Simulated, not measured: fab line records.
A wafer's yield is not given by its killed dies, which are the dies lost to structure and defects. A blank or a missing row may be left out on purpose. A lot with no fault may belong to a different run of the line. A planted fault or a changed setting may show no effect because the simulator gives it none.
fab line records	flow nand-harc
record: lots: 6	wafers: 18	last-day: 23
route steps=1159 shown A_BLC@989 A_M0@994 END@1159
lots with no fault: from the same line, run without faults
start-h: start of the lot's first displayed wafer, in hours after the record's first day	wait-h: hours from the lot's prior step to this one	" identical to the entry in the row above	L1.1+2: several wafers, shown together as one row	- value missing, or start not given	* or withheld: withheld	< > ~ a bound
route shown NAME@n: names a module that has steps shown in the file, with the first one's number in the route	usual: the fault-free wafers' mean and standard deviation	same: alike in all rows	chamber/n: place in a boat	sites: the reading at each site	_std_site: how widely they spread, as a standard deviation	_edge_site: inner sites' mean taken away from outer sites' mean	radius-mm: for every site, how far away it sits from the centre of the wafer	mask NAME#n: copy n	behind: the most recent tool/chamber to have shaped the wafer	hold: why the lot went on hold/how many hours it stayed there/how the hold came to an end	device: whichever transistor did not switch (one of n, p or np)	end of line: tests of these same wafers at the route's end	where a step has no rows: the recipe by itself	killed: at the first sort, the dies lost to defects and structure; wafer yield is something else	map: per-die view of a wafer (x killed, . not killed, _ where there is no die)
set.NAME: the setting as run; set.NAME@STEP: as run at that earlier step	model.NAME: the simulator's own value behind a step, which no gauge read
lots at selected steps of the route; one table per step, one row per wafer
services: a tool's chamber out of use, with start hour (start-h, from the record's first day; less than 0 if before it), hours out, and reason
== steps ==
step: NHARC_A_BLC_CVD_24
recipe: target-thk-a: 1500	temp-c: 300	pressure-torr: 40	wf6-flow-sccm: 40	h2-flow-sccm: 1600	ar-flow-sccm: 1560	time-s: 434	material: W
usual: heater-power-w: 434/51	throttle-valve-pct: 8.11/0.26
lot.wafer	tool	chamber	start-h	wait-h	heater-power-w	throttle-valve-pct
L376.1	cvd-w-02	1	-	-	364	8.53
L376.2	"	0	"	"	488	7.97
L376.6	"	1	"	"	377	8.27
L381.1	cvd-w-02	0	-	-	490	7.84
L381.2	"	1	"	"	375	8.22
L381.5	"	1	"	"	366	8.36
L386.4	cvd-w-02	0	-	-	476	7.75
L386.6	"	0	"	"	494	7.69
L386.5	"	1	"	"	374	8.35
L387.1	cvd-w-02	1	-	-	387	8.54
L387.3	"	1	"	"	377	8.38
L387.4	"	0	"	"	490	7.77
L390.2	cvd-w-01	1	-	-	441	8.18
L390.4	"	0	"	"	446	8.02
L390.6	"	1	"	"	453	8.19
L388.2	cvd-w-02	0	-	-	490	8.09
L388.3	"	0	"	"	485	7.91
L388.6	"	1	"	"	376	8.41
step: NHARC_A_BLC_CMP_25
recipe: t-overpolish-s: 30	target-thk-nm: 150
usual: motor-current-A: 11.8/1.3	overpolish-run-s: 29.999/0.0095	time-to-endpoint-s: 29.5/2
lot.wafer	tool	chamber	start-h	wait-h	motor-current-A	overpolish-run-s	time-to-endpoint-s
L376.2	cmp-02	2	405.08	0.4	13.0	30.007	28.2
L376.1	"	0	"	"	9.4	30.014	27.1
L376.6	"	2	"	"	13.6	29.989	28.3
L381.2	cmp-01	3	445.94	0.4	13.6	30.019	28.4
L381.1	"	0	"	"	11.2	30.003	31.5
L381.5	"	2	"	"	11.5	29.992	28.7
L386.4	cmp-02	0	467.37	0.4	9.8	30.009	27.8
L386.5	"	3	"	"	13.2	29.991	26.5
L386.6	"	0	"	"	10.4	29.996	27.5
L387.3	cmp-02	0	480.90	0.3	10.2	30.006	27.8
L387.4	"	2	"	"	13.6	29.999	26.8
L387.1	"	3	"	"	12.6	29.999	29.3
L390.4	cmp-04	3	492.11	0.3	11.0	29.990	28.6
L390.2	"	1	"	"	11.0	30.000	27.9
L390.6	"	2	"	"	12.1	29.983	30.3
L388.2	cmp-01	2	495.74	0.5	12.2	29.987	28.3
L388.3	"	1	"	"	12.1	30.003	29.1
L388.6	"	2	"	"	12.1	29.990	30.3
step: NHARC_A_BLC_SRD_27
step: NHARC_A_BLC_INSPECT_28
usual: raw-defect-count: 410/91
lot.wafer	tool	chamber	start-h	wait-h	raw-defect-count
L376.1	defect-inspect-01	-	405.47	0.1	327
L376.2	"	-	"	"	403
L376.6	"	-	"	"	404
L381.1	defect-inspect-02	-	446.32	0.1	325
L381.2	"	-	"	"	366
L381.5	"	-	"	"	221
L386.4	defect-inspect-02	-	467.75	0.1	473
L386.5	"	-	"	"	399
L386.6	"	-	"	"	418
L387.1	defect-inspect-02	-	481.31	0.1	396
L387.3	"	-	"	"	330
L387.4	"	-	"	"	353
L390.2	defect-inspect-02	-	492.48	0.1	305
L390.4	"	-	"	"	410
L390.6	"	-	"	"	290
L388.2	defect-inspect-02	-	496.15	0.1	406
L388.3	"	-	"	"	357
L388.6	"	-	"	"	377
step: NHARC_A_M0_DEP_00
recipe: target-thk-a: 1500	target-thk-nm: 150	temp-c: withheld	pressure-torr: 5	flow-sccm: 200	rf-w: 600	material: SiOC
step: NHARC_A_M0_DEHYDRATE_01
recipe: temp-c: 150	time-s: 120
step: NHARC_A_M0_HMDS_02
recipe: time-s: 30
step: NHARC_A_M0_COAT_33
recipe: temp-c: 200	time-s: 65
step: NHARC_A_M0_COAT_03
recipe: spin-rpm: 1500	resist-thk-nm: 90
step: NHARC_A_M0_SOFTBAKE_04
recipe: temp-c: 105	time-s: 55
step: NHARC_A_M0_EBR_05
step: NHARC_A_M0_EXPOSE_06
recipe: na: 1.35	target-cd-nm: 80	dose-mj: 83.25	mask-id: A_M0
usual: exposure-dose-mJ-cm2: 83.24/0.086
lot.wafer	tool	chamber	start-h	wait-h	mask	exposure-dose-mJ-cm2
L376.1	arfi-scanner-03	0	406.26	-	A_M0#0	83.33
L376.2	"	0	"	"	A_M0#0	83.32
L376.6	"	0	"	"	A_M0#0	83.32
L381.1	arfi-scanner-01	0	447.07	-	A_M0#0	83.27
L381.2	"	0	"	"	A_M0#0	83.16
L381.5	"	0	"	"	A_M0#0	83.30
L386.4	arfi-scanner-03	0	468.52	-	A_M0#0	83.18
L386.5	"	0	"	"	A_M0#0	83.15
L386.6	"	0	"	"	A_M0#0	83.14
L387.1	arfi-scanner-02	0	482.41	-	A_M0#0	83.35
L387.3	"	0	"	"	A_M0#0	83.31
L387.4	"	0	"	"	A_M0#0	83.35
L390.2	arfi-scanner-02	0	493.58	-	A_M0#0	124.21
L390.4	"	0	"	"	A_M0#0	124.10
L390.6	"	0	"	"	A_M0#0	124.27
L388.2	arfi-scanner-02	0	496.79	-	A_M0#0	116.12
L388.3	"	0	"	"	A_M0#0	116.02
L388.6	"	0	"	"	A_M0#0	116.10
step: NHARC_A_M0_PEB_07
recipe: peb-temp-c: 100	peb-time-s: 65
step: NHARC_A_M0_DEVELOP_08
recipe: develop-time-s: 35	dev-temp-c: 23
step: NHARC_A_M0_CD_MEAS_09
recipe: target-cd-nm: 80	landing-energy-ev: 500
usual: cd-nm: 80.0/0.51
same: landing-energy-ev: 500
lot.wafer	tool	chamber	start-h	wait-h	cd-nm
L376.1	cd-sem-01	0	406.40	-	80.9
L376.2	"	0	"	"	80.1
L376.6	"	0	"	"	80.4
L381.1	cd-sem-01	0	447.21	-	79.1
L381.2	"	0	"	"	79.9
L381.5	"	0	"	"	79.5
L386.4	cd-sem-02	0	468.66	-	79.7
L386.5	"	0	"	"	80.1
L386.6	"	0	"	"	79.9
L387.1	cd-sem-01	0	482.55	-	80.4
L387.3	"	0	"	"	80.8
L387.4	"	0	"	"	80.8
L390.2	cd-sem-02	0	493.72	-	106.5
L390.4	"	0	"	"	106.1
L390.6	"	0	"	"	107.3
L388.2	cd-sem-03	0	496.93	-	101.5
L388.3	"	0	"	"	101.4
L388.6	"	0	"	"	100.3
step: NHARC_A_M0_OVL_MEAS_10
recipe: pitch-nm: 160
usual: overlay-x-nm: 0.1/0.85	overlay-y-nm: 0.3/0.88
lot.wafer	tool	chamber	start-h	wait-h	overlay-x-nm	overlay-y-nm
L376.1	overlay-01	-	406.48	-	0.3	1.4
L376.2	"	-	"	"	0.3	1.0
L376.6	"	-	"	"	0.2	1.6
L381.1	overlay-02	-	447.30	-	0.6	-0.9
L381.2	"	-	"	"	-0.1	-0.5
L381.5	"	-	"	"	0.0	-0.5
L386.4	overlay-01	-	468.74	-	0.5	-0.1
L386.5	"	-	"	"	0.4	0.2
L386.6	"	-	"	"	0.7	-0.3
L387.1	overlay-01	-	482.64	-	-1.5	1.6
L387.3	"	-	"	"	-1.5	1.8
L387.4	"	-	"	"	-1.6	1.4
L390.2	overlay-01	-	493.80	-	0.4	0.3
L390.4	"	-	"	"	0.1	0.6
L390.6	"	-	"	"	0.4	-0.3
L388.2	overlay-02	-	497.01	-	1.2	2.0
L388.3	"	-	"	"	1.6	1.5
L388.6	"	-	"	"	1.1	1.5
step: NHARC_A_M0_INSPECT_11
usual: raw-defect-count: 30/12
lot.wafer	tool	chamber	start-h	wait-h	raw-defect-count
L376.1	defect-inspect-02	-	406.52	0.0	4
L376.2	"	-	"	"	19
L376.6	"	-	"	"	11
L381.1	defect-inspect-02	-	447.34	0.0	29
L381.2	"	-	"	"	19
L381.5	"	-	"	"	26
L386.4	defect-inspect-01	-	468.78	0.0	34
L386.5	"	-	"	"	36
L386.6	"	-	"	"	36
L387.1	defect-inspect-01	-	482.68	0.0	24
L387.3	"	-	"	"	34
L387.4	"	-	"	"	33
L390.2	defect-inspect-02	-	493.84	0.0	42
L390.4	"	-	"	"	55
L390.6	"	-	"	"	48
L388.2	defect-inspect-01	-	497.05	0.0	45
L388.3	"	-	"	"	29
L388.6	"	-	"	"	42
step: NHARC_A_M0_DESCUM_14
recipe: time-s: 3	o2-flow-sccm: 200	ar-flow-sccm: 0	bias-power-w: 0	chemistry: O2
usual: drypump-motor-current-A: 5.8/0.59	oes-product-au: 1.000/0.0076	rf-vpp-V: 57.6/0.95	showerhead-plenum-p-Torr: 1.89/0.084	throttle-valve-pct: 11.310/0.0092
lot.wafer	tool	chamber	start-h	wait-h	drypump-motor-current-A	oes-product-au	rf-hours-counter-h	rf-vpp-V	showerhead-plenum-p-Torr	throttle-valve-pct	model.A_M0.cd-nm
L376.1	rie-diel-09	1	406.60	0.1	5.6	1.004	9	57.8	1.82	11.321	80.82
L376.2	"	2	"	"	4.9	0.998	12	58.7	1.83	11.306	80.09
L376.6	"	3	"	"	6.7	1.007	-	58.7	2.02	11.315	80.63
L381.1	rie-diel-09	2	447.41	0.1	4.9	1.001	1	58.1	1.83	11.312	79.08
L381.2	"	0	"	"	5.4	0.999	0	58.9	2.01	11.322	80.02
L381.5	"	2	"	"	4.9	1.000	-	56.4	1.83	11.312	79.35
L386.5	rie-diel-05	2	468.87	0.1	6.5	0.999	-	58.1	1.88	11.307	80.2
L386.6	"	0	"	"	6.4	0.995	-	55.4	1.81	11.302	79.55
L386.4	"	1	"	"	5.1	0.997	-	57.7	1.81	11.299	79.44
L387.3	rie-diel-09	1	482.75	0.1	5.6	1.004	4	57.3	1.82	11.322	80.87
L387.1	"	3	"	"	6.6	1.013	3	57.4	2.02	11.297	80.73
L387.4	"	3	"	"	6.7	1.008	-	58.1	2.02	11.326	80.76
L390.2	rie-diel-02	1	493.90	0.1	5.6	0.990	12	56.6	1.83	11.305	106.9
L390.6	"	3	"	"	5.1	0.990	-	58.5	1.80	11.313	107.4
L390.4	"	0	"	"	5.6	0.999	-	58.6	1.91	11.314	106.6
L388.2	rie-diel-05	2	497.11	0.1	6.5	1.006	10	58.4	1.87	11.307	101.8
L388.3	"	1	"	"	5.1	1.007	9	58.2	1.81	11.311	101.4
L388.6	"	3	"	"	6.1	0.994	-	57.7	1.98	11.309	100.7
step: NHARC_A_M0_ETCH_34
recipe: target-depth-a: 400	overetch-a: 120	time-s: 43.94	ion-energy-ev: 200	n2-flow-sccm: 150	h2-flow-sccm: 150	ar-flow-sccm: 0	rf-w: 400	bias-w: 150	chemistry: N2/H2
usual: drypump-motor-current-A: 5.8/0.59	oes-product-au: 1.000/0.0077	rf-vpp-V: 429.8/2.5	showerhead-plenum-p-Torr: 2.01/0.09	throttle-valve-pct: 14.172/0.0088
lot.wafer	tool	chamber	start-h	wait-h	drypump-motor-current-A	oes-product-au	rf-hours-counter-h	rf-vpp-V	showerhead-plenum-p-Torr	throttle-valve-pct
L376.1	rie-diel-09	0	406.68	0.1	5.4	1.007	11	432.7	2.15	14.178
L376.2	"	1	"	"	5.6	1.005	9	428.7	1.94	14.156
L376.6	"	2	"	"	5.0	1.012	-	428.2	1.94	14.170
L381.1	rie-diel-09	2	447.49	0.1	5.0	0.996	1	428.6	1.94	14.178
L381.2	"	0	"	"	5.4	1.006	0	433.2	2.15	14.172
L381.5	"	1	"	"	5.6	0.998	-	427.4	1.94	14.187
L386.4	rie-diel-05	2	468.96	0.1	6.6	1.001	-	429.3	2.00	14.164
L386.5	"	0	"	"	6.4	1.008	-	426.4	1.93	14.178
L386.6	"	1	"	"	5.2	1.007	-	428.5	1.93	14.182
L387.1	rie-diel-09	1	482.84	0.1	5.6	0.989	4	427.5	1.94	14.178
L387.3	"	3	"	"	6.7	0.997	3	432.2	2.15	14.182
L387.4	"	0	"	"	5.5	1.001	-	435.1	2.15	14.186
L390.2	rie-diel-02	0	494.02	0.1	5.6	1.001	12	430.4	2.03	14.159
L390.6	"	1	"	"	5.6	0.996	-	428.9	1.95	14.158
L390.4	"	0	"	"	5.6	1.000	-	431.2	2.03	14.178
L388.2	rie-diel-05	2	497.20	0.1	6.5	1.001	10	428.8	2.00	14.159
L388.3	"	0	"	"	6.4	1.010	9	426.5	1.93	14.185
L388.6	"	1	"	"	5.1	1.011	-	428.7	1.93	14.168
step: NHARC_A_M0_ETCH_15
recipe: target-depth-a: 1500	overetch-a: 150	time-s: 82.5	c4f8-flow-sccm: withheld	ar-flow-sccm: 400	rf-w: 600	bias-w: 300	chemistry: C4F8/Ar
usual: oes-product-au: 0.954/0.021	rf-vpp-V: 439.9/2.7
lot.wafer	tool	chamber	start-h	wait-h	oes-product-au	rf-hours-counter-h	rf-vpp-V	model.A_M0.cd-nm
L376.1	rie-diel-09	0	-	-	0.968	11	445.0	80.37
L376.2	"	1	"	"	0.968	9	439.0	79.96
L376.6	"	3	"	"	0.961	-	444.7	80.24
L381.2	rie-diel-09	0	-	-	0.987	0	443.0	80.16
L381.1	"	2	"	"	0.963	1	438.1	78.84
L381.5	"	0	"	"	0.980	-	443.5	79.87
L386.4	rie-diel-05	0	-	-	0.964	-	436.6	79.7
L386.5	"	1	"	"	0.970	-	438.5	79.89
L386.6	"	2	"	"	0.951	-	438.9	79.58
L387.1	rie-diel-09	3	-	-	0.965	3	444.1	80.9
L387.3	"	0	"	"	0.961	3	444.8	80.48
L387.4	"	1	"	"	0.962	-	437.6	80.59
L390.2	rie-diel-02	0	-	-	0.968	12	440.8	106.9
L390.4	"	0	"	"	0.958	-	440.9	106.6
L390.6	"	1	"	"	0.944	-	438.3	107.7
L388.2	rie-diel-05	3	-	-	0.924	10	443.8	101.8
L388.3	"	0	"	"	0.926	9	438.1	101.2
L388.6	"	3	"	"	0.925	-	443.1	100.9
step: NHARC_A_M0_CD_MEAS_16
usual: cd-nm: 80.0/0.63
lot.wafer	tool	chamber	start-h	wait-h	cd-nm
L376.1	cd-sem-03	-	406.89	-	80.5
L376.2	"	-	"	"	80.2
L376.6	"	-	"	"	80.3
L381.1	cd-sem-01	-	447.70	-	79.1
L381.2	"	-	"	"	80.1
L381.5	"	-	"	"	79.7
L386.4	cd-sem-03	-	469.19	-	79.7
L386.5	"	-	"	"	79.5
L386.6	"	-	"	"	79.6
L387.1	cd-sem-03	-	483.08	-	80.7
L387.3	"	-	"	"	80.4
L387.4	"	-	"	"	80.7
L390.2	cd-sem-02	-	494.25	-	107.1
L390.4	"	-	"	"	106.6
L390.6	"	-	"	"	107.6
L388.2	cd-sem-03	-	497.41	-	101.9
L388.3	"	-	"	"	101.3
L388.6	"	-	"	"	101.2
step: NHARC_END_SORT_01
recipe: temp-c: 25
usual: defect-limited-yield: 95.2/1.6	killed-at-array: 28/11	killed-at-other: 0.8/1.3	killed-at-periphery: 3.6/2.5	killed-dies: 32/11	killed-open: 3.0/1.8	killed-short: 2.0/1.5	sort_bin_2_pct: 1.5/0.66	sort_bin_3_pct: 0.25/0.23	sort_bin_4_pct: 3.0/1.1	sort-n-pass: 645/11	sort-rim-yield-pct: 96.0/2.9	sort-yield-pct: 95.2/1.6
same: gross-dies: 677	sort_bin_5_pct[%]: 0	sort_bin_6_pct[%]: 0	sort_bin_7_pct[%]: 0	sort_bin_8_pct[%]: 0	sort-rim-n-gross: 106.00
lot.wafer	tool	chamber	start-h	wait-h	defect-limited-yield[%]	killed-at-array	killed-at-other	killed-at-periphery	killed-dies	killed-open	killed-short	sort_bin_2_pct[%]	sort_bin_3_pct[%]	sort_bin_4_pct[%]	sort-n-pass	sort-rim-yield-pct[%]	sort-yield-pct[%]
L376.1	prober-02	0	485.12	2.5	98.2	8	0	4	12	4	1	0.3	0.15	1.3	665	98.1	98.2
L376.2	prober-02	0	485.91	2.8	96.8	20	0	2	22	1	1	1.0	0.15	2.1	655	99.1	96.8
L376.6	prober-02	0	489.10	4.0	97.5	12	0	5	17	2	1	0.4	0.15	1.9	660	99.1	97.5
L390.2	prober-02	0	532.76	2.8	91.7	52	1	3	56	4	1	2.5	2.51	3.2	621	98.1	91.7
L390.4	prober-02	0	534.36	3.4	88.6	73	1	3	77	1	1	3.1	4.14	4.1	600	98.1	88.6
L390.6	prober-02	0	535.95	4.0	91.1	55	1	4	60	3	0	1.8	2.36	4.7	617	90.6	91.1
L388.2	prober-01	0	540.85	2.8	94.5	35	0	2	37	1	1	1.5	0.74	3.2	640	97.2	94.5
L388.3	prober-01	0	541.66	3.1	95.9	26	0	2	28	1	0	1.8	0.30	2.1	649	99.1	95.9
L388.6	prober-01	0	544.06	4.0	94.8	33	0	2	35	0	1	1.6	0.44	3.1	642	98.1	94.8
killed by level:class
L376.1 A_CHANNEL_HOLE_D1:chamber-film-flake=3 P_GATE:geometric-particle:open=2 P_STI:chamber-film-flake=2 A_SOURCE_PLATE:geometric-particle:open=1 A_ONON_D1:geometric-particle:short=1 A_WL_FILL:geometric-particle:open=1 A_STAIRCASE:chamber-film-flake=1 A_SLIT:chamber-film-flake=1
L376.2 A_STAIRCASE:chamber-film-flake=8 A_CHANNEL_HOLE_D1:chamber-film-flake=5 A_CONTACT:chamber-film-flake=3 P_GATE:geometric-particle:short=1 A_CONTACT:geometric-particle:open=1 P_ZERO_WELL:chamber-film-flake=1 A_ZERO_WELL:chamber-film-flake=1 A_CHANNEL_FILL_D1:chamber-film-flake=1
L376.6 A_CONTACT:chamber-film-flake=4 A_STAIRCASE:chamber-film-flake=3 P_STI:chamber-film-flake=2 A_CHANNEL_HOLE_D1:chamber-film-flake=2 A_ONON_D1:geometric-particle:open=1 A_SGD_CUT:geometric-particle:short=1 A_CONTACT:geometric-particle:open=1 P_ZERO_WELL:chamber-film-flake=1
L390.2 A_SLIT:chamber-film-flake=17 A_CHANNEL_HOLE_D1:chamber-film-flake=14 A_M0:area-expose=13 A_STAIRCASE:chamber-film-flake=4 P_M2:chamber-film-flake=2 P_M0:geometric-particle:open=1 A_ONON_D1:geometric-particle:open=1 A_CHANNEL_FILL_D1:geometric-particle:open=1
L390.4 A_CHANNEL_HOLE_D1:chamber-film-flake=26 A_M0:area-expose=21 A_SLIT:chamber-film-flake=16 A_CONTACT:chamber-film-flake=5 A_STAIRCASE:chamber-film-flake=4 P_M2:chamber-film-flake=2 P_M1:geometric-particle:open=1 A_M0:geometric-particle:short=1
L390.6 A_SLIT:chamber-film-flake=19 A_M0:area-expose=16 A_CHANNEL_HOLE_D1:chamber-film-flake=12 A_CONTACT:chamber-film-flake=5 P_M2:chamber-film-flake=3 P_GATE:geometric-particle:open=1 A_CONTACT:geometric-particle:open=1 A_M1:geometric-particle:open=1
L388.2 A_SLIT:chamber-film-flake=22 A_CHANNEL_HOLE_D1:chamber-film-flake=5 A_CONTACT:chamber-film-flake=3 A_ZERO_WELL:chamber-film-flake=2 A_STAIRCASE:chamber-film-flake=2 P_M0:geometric-particle:open=1 A_SOURCE_PLATE:geometric-particle:short=1 P_M1:chamber-film-flake=1
L388.3 A_SLIT:chamber-film-flake=16 A_STAIRCASE:chamber-film-flake=4 A_CONTACT:chamber-film-flake=3 A_CHANNEL_HOLE_D1:chamber-film-flake=2 P_ZERO_WELL:geometric-particle:open=1 P_M1:chamber-film-flake=1 A_WL_FILL:chamber-film-flake=1
L388.6 A_SLIT:chamber-film-flake=24 A_CHANNEL_HOLE_D1:chamber-film-flake=7 A_STAIRCASE:chamber-film-flake=2 P_M2:geometric-particle:short=1 P_M1:chamber-film-flake=1
map L388.2 (x killed, . not)
____________.____________
_________......._________
_______..........._______
______.............______
_____x.............._____
____x................____
____..x..............____
___..x.x..............___
___.xx..x.............___
__x..xx..x.............__
__..xxx................__
_...xxxx................_
_......x................_
_..x...x..x............._
_......................._
_..............x........_
.........................
.........................
...........x.............
.........................
.........................
_......................._
_..............x........_
_......................._
_...........x....x......_
_..................x...._
__...x......x...x..x...__
__.....................__
___...........x.......___
___..........x........___
____...........x.....____
____........x........____
_____..............._____
______.............______
_______..........._______
_________......._________
____________.____________
map L390.4 (x killed, . not)
____________.____________
_________......._________
_______..........._______
______.............______
_____..............._____
____.................____
____...............x.____
___...................___
___..............x....___
__...........x....xx..x__
__...................x.__
_.............x........._
_................x......_
_............x.x........_
_................x......_
_.............x........._
..............x....x.....
....................x....
....xxx.....x..x.x..x....
.....x....x......xxx.....
...x.x.................x.
_...xxx....xx.x.x......._
_.xx.x.........x.x..x..._
_..xxxx..x...x...x.x...._
_.x.xx..xxx........x...._
_...xx.........x.xx.x..._
__..x..........x..x....__
__..xx...........xx....__
___x...........xx.x...___
___...................___
____............x....____
____.................____
_____..............._____
______.............______
_______..........._______
_________......._________
____________.____________
== services ==
tool	chamber	start-h	hours	kind
cmp-01	-	381.20	4.0	pm
rie-diel-02	0	382.63	3.9	repair
cmp-04	-	399.29	4.0	pm
cmp-04	-	411.00	3.1	repair
arfi-scanner-02	-	412.10	0.3	repair
cmp-01	-	416.27	18.0	repair
arfi-scanner-02	-	420.94	1.4	repair
cmp-02	-	424.13	4.0	pm
arfi-scanner-02	-	428.01	4.0	pm
rie-diel-09	3	428.29	8.4	repair
rie-diel-09	-	431.13	9.0	pm
rie-diel-02	3	443.73	3.5	repair
arfi-scanner-02	-	461.80	0.7	repair
rie-diel-02	3	464.89	3.5	repair
rie-diel-02	2	465.09	38.5	repair
cmp-02	-	466.07	0.6	repair
rie-diel-09	2	467.11	20.8	repair
cmp-01	-	476.37	1.1	repair
cvd-w-01	-	477.80	13.0	pm
cmp-01	-	479.20	4.0	pm
arfi-scanner-03	-	484.02	4.0	pm
arfi-scanner-02	-	488.26	1.9	repair
arfi-scanner-03	-	491.80	9.5	repair
arfi-scanner-02	-	492.51	0.9	repair
== key ==
first-sign: step: NHARC_A_M0_EXPOSE_06	reading: exposure-dose-mJ-cm2	direction: up	sigmas: 99+	usual: 83.24	struck: 120.14
effect: step: NHARC_A_M0_CD_MEAS_09	reading: cd-nm	direction: up	sigmas: 47	usual: 80.0	struck: 103.9	through: control-loop
effect: step: NHARC_A_M0_CD_MEAS_16	reading: cd-nm	direction: up	sigmas: 39	usual: 80.0	struck: 104.3	through: control-loop
effect: step: NHARC_END_SORT_01	reading: sort_bin_3_pct	direction: up	sigmas: 6.6	usual: 0.25	struck: 1.75	wafers-moved: 3
model-effect: step: NHARC_A_M0_DESCUM_14	value: A_M0.cd-nm	without: 80.18	struck: 104.1
model-effect: step: NHARC_A_M0_ETCH_15	value: A_M0.cd-nm	without: 80.22	struck: 104.2
met-at NHARC_A_M0_EXPOSE_06
struck-wafers L388.2,L388.3,L388.6,L390.2,L390.4,L390.6
loop-trim: step: NHARC_A_M0_EXPOSE_06	setting: dose	lots: L388
onset-between 482.41 493.58
fault: kind: process-parameter-drift	tool: arfi-scanner-02	chamber: -	onset-h: 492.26	steps: NHARC_A_M0_EXPOSE_06	channel: dose-mj	offset: 41.022	shape: step	acts-in: these-recipes-only	stated: 83.25
loop-trim: a control loop set the setting to another value than it would have without faults
